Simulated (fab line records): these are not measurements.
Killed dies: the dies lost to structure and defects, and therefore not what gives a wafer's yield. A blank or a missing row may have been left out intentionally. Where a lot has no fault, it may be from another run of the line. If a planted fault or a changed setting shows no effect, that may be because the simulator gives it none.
Chamber matching / flow n5_finfet / 3 sister chambers for N5_BEOL_M5_PECVD_70 on pecvd-01
The step deposits SiO2 from TEOS/O2, target thk 16 nm, time 18 s. 6 wafers are shown with their chamber, then 7 later ones without.

WAFERS WITH THEIR CHAMBER
wafer=L079.2; chamber=2; showerhead_plenum_p_Torr (Torr)=8.82; heater_power_w (W)=671
wafer=L082.1; chamber=0; showerhead_plenum_p_Torr (Torr)=8.74; heater_power_w (W)=753
wafer=L083.5; chamber=0; showerhead_plenum_p_Torr (Torr)=8.78; heater_power_w (W)=742
wafer=L083.6; chamber=1; showerhead_plenum_p_Torr (Torr)=8.75; heater_power_w (W)=652
wafer=L087.1; chamber=1; showerhead_plenum_p_Torr (Torr)=8.75; heater_power_w (W)=688
wafer=L087.3; chamber=2; showerhead_plenum_p_Torr (Torr)=8.80; heater_power_w (W)=689

WAFERS MISSING THEIR CHAMBER
wafer=L087.5; showerhead_plenum_p_Torr (Torr)=8.82; heater_power_w (W)=688
wafer=L095.3; showerhead_plenum_p_Torr (Torr)=8.82; heater_power_w (W)=710
wafer=L095.4; showerhead_plenum_p_Torr (Torr)=8.75; heater_power_w (W)=569
wafer=L095.5; showerhead_plenum_p_Torr (Torr)=8.81; heater_power_w (W)=706
wafer=L097.1; showerhead_plenum_p_Torr (Torr)=8.74; heater_power_w (W)=643
wafer=L097.2; showerhead_plenum_p_Torr (Torr)=8.73; heater_power_w (W)=819
wafer=L097.3; showerhead_plenum_p_Torr (Torr)=8.81; heater_power_w (W)=781

EACH ONE'S CHAMBER
wafer=L087.5; from the rows above=2; in truth=2
wafer=L095.3; from the rows above=2; in truth=2
wafer=L095.4; from the rows above=can't be placed: 1 or 2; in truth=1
wafer=L095.5; from the rows above=2; in truth=2
wafer=L097.1; from the rows above=1; in truth=1
wafer=L097.2; from the rows above=0; in truth=0
wafer=L097.3; from the rows above=0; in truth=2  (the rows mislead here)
Placed correctly: 5 of 7. From these rows, 1 cannot be placed; in 1 the true chamber is one of the candidates. Number placed wrongly: 1.
How it was worked out, from the rows above alone: a wafer's distance from a chamber is the root of the sum, over the readings, of the square of ((its reading less the chamber's mean) divided by the reading's scatter). If the next closest chamber is less than 2 further off than the closest, the wafer can't be placed; otherwise it belongs to the closest. Each chamber's mean is taken over the wafers shown for it. The scatter: the root of (the sum of the squares of (reading less its chamber's mean) over the shown wafers, divided by (wafers less chambers)).
